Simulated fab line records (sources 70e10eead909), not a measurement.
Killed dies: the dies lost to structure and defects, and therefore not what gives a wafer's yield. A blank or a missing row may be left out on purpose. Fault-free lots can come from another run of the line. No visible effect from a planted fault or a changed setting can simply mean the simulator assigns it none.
Matching of chambers ; flow nand_harc ; 4 sister chambers for NHARC_P_CONTACT_CMP_01 on cmp-03
The step polishes SiO2, target thk 200 nm. 14 wafers are shown with their chamber, then 7 later ones without.

## WAFERS PAIRED WITH THEIR CHAMBERS
wafer;chamber;motor_current_A (A);edge_zone_pressure_frac
L257.3;1;12.9;1.004
L257.4;3;13.7;1.001
L257.6;2;12.5;0.998
L259.2;3;12.7;1.006
L259.5;1;12.8;1.000
L259.6;0;11.2;0.997
L263.1;2;12.3;0.997
L263.2;3;13.2;0.993
L263.3;1;11.8;0.994
L264.3;0;11.3;1.011
L264.5;1;12.9;1.003
L264.6;0;11.1;1.000
L268.1;2;12.2;0.995
L268.4;3;12.8;1.004

SIGNATURES, as means of the wafers listed above
reading;chamber 0;chamber 1;chamber 2;chamber 3;scatter within a chamber
motor_current_A;11.200;12.600;12.333;13.100;0.393
edge_zone_pressure_frac;1.00267;1.00025;0.99667;1.00100;0.00522
Rule: a wafer's distance from a chamber is the root of the sum, over the readings, of the square of ((its reading less the chamber's mean) divided by the reading's scatter). If the next closest chamber is less than 2 further off than the closest, the wafer can't be placed; otherwise it belongs to the closest. The scatter: take each reading less its chamber's mean, square it, sum over the shown wafers, divide by the number of wafers less the number of chambers, and take the root.

## WAFERS MISSING THEIR CHAMBER
wafer;motor_current_A (A);edge_zone_pressure_frac
L268.5;13.5;0.997
L269.1;11.9;1.001
L269.4;13.4;1.005
L269.5;12.3;0.992
L267.1;12.5;1.005
L267.2;14.2;0.994
L267.3;12.3;1.006

## CHAMBER TAKEN BY EACH
wafer;from the rows above;in truth
L268.5;can't be placed: 3 or 1 or 2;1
L269.1;can't be placed: 2 or 1 or 0 or 3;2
L269.4;can't be placed: 3 or 1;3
L269.5;can't be placed: 2 or 1 or 3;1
L267.1;can't be placed: 1 or 2 or 3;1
L267.2;can't be placed: 3 or 1 or 2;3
L267.3;can't be placed: 1 or 2 or 3 or 0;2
Correctly placed: 0 of 7. Unplaceable from these rows: 7, with the true chamber sitting among the candidates in 7. Number placed wrongly: 0.
